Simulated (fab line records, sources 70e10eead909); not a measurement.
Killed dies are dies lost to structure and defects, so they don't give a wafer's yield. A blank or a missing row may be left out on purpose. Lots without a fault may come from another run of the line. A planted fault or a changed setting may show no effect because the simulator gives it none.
Chamber matching | flow nand_harc | NHARC_A_BONDPAD_DEP_00 on pecvd-02: 3 sister chambers
The step deposits SiCN, target thk 250 nm. 6 wafers are shown with their chamber, then 7 later ones without.

WAFERS WITH THEIR CHAMBER
wafer  | chamber | heater_power_w (W)
L078.4 | 1       | 615
L079.1 | 1       | 701
L079.2 | 2       | 544
L079.6 | 0       | 532
L082.1 | 0       | 626
L082.2 | 2       | 553

WAFERS WITHOUT THEIR CHAMBER
wafer  | heater_power_w (W)
L082.4 | 503
L083.2 | 672
L083.4 | 662
L083.5 | 594
L093.2 | 618
L093.3 | 613
L093.6 | 647

WHICH CHAMBER EACH WENT THROUGH
wafer  | from the rows above          | in truth
L082.4 | can't be placed: 2 or 0      | 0
L083.2 | can't be placed: 1 or 0      | 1
L083.4 | can't be placed: 1 or 0      | 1
L083.5 | can't be placed: 0 or 2 or 1 | 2
L093.2 | can't be placed: 0 or 1 or 2 | 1
L093.3 | can't be placed: 0 or 1 or 2 | 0
L093.6 | can't be placed: 1 or 0 or 2 | 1
Placed correctly: 0 of 7. Can't be placed from these rows: 7 (the true chamber is among the candidates in 7). Placed wrongly: 0.
How it was worked out, from the rows above alone: a wafer's distance from a chamber is the root of the sum, over the readings, of the square of ((its reading less the chamber's mean) divided by the reading's scatter). The wafer belongs to the nearest chamber; if the next one is less than 2 further off, it can't be placed. A chamber's mean is the mean of its shown wafers. The scatter: the root of (the sum of the squares of (reading less its chamber's mean) over the shown wafers, divided by (wafers less chambers)).
